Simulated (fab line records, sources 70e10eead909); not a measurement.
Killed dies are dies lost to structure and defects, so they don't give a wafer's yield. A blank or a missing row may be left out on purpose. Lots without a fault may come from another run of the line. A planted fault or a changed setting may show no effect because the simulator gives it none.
Chamber matching | flow nand_harc | NHARC_P_GATE_ALD_36 on ald_sin-03: 3 sister chambers
The step deposits SiNx, target thk 20 nm, pulse time 60 s, ald cycles 223. 6 wafers are shown with their chamber, then 5 later ones without.

WAFERS WITH THEIR CHAMBER
wafer  | chamber | heater_power_w (W) | precursor_pulse_height_rel
L085.3 | 2       | 919                | 1.010
L086.4 | 3       | 742                | 0.990
L086.3 | 0       | 715                | 1.016
L086.6 | 3       | 745                | 0.990
L089.3 | 2       | 912                | 1.007
L089.4 | 0       | 716                | 0.991

WAFERS WITHOUT THEIR CHAMBER
wafer  | heater_power_w (W) | precursor_pulse_height_rel
L089.5 | 893                | 1.010
L093.2 | 745                | 0.992
L093.5 | 745                | 1.005
L097.4 | 914                | 1.021
L097.2 | 719                | 0.994

WHICH CHAMBER EACH WENT THROUGH
wafer  | from the rows above | in truth
L089.5 | 2                   | 2
L093.2 | 3                   | 3
L093.5 | 3                   | 3
L097.4 | 2                   | 2
L097.2 | 0                   | 0
Placed correctly: 5 of 5. Can't be placed from these rows: 0. Placed wrongly: 0.
How it was worked out, from the rows above alone: a wafer's distance from a chamber is the root of the sum, over the readings, of the square of ((its reading less the chamber's mean) divided by the reading's scatter). The wafer belongs to the nearest chamber; if the next one is less than 2 further off, it can't be placed. A chamber's mean is the mean of its shown wafers. The scatter: the root of (the sum of the squares of (reading less its chamber's mean) over the shown wafers, divided by (wafers less chambers)).
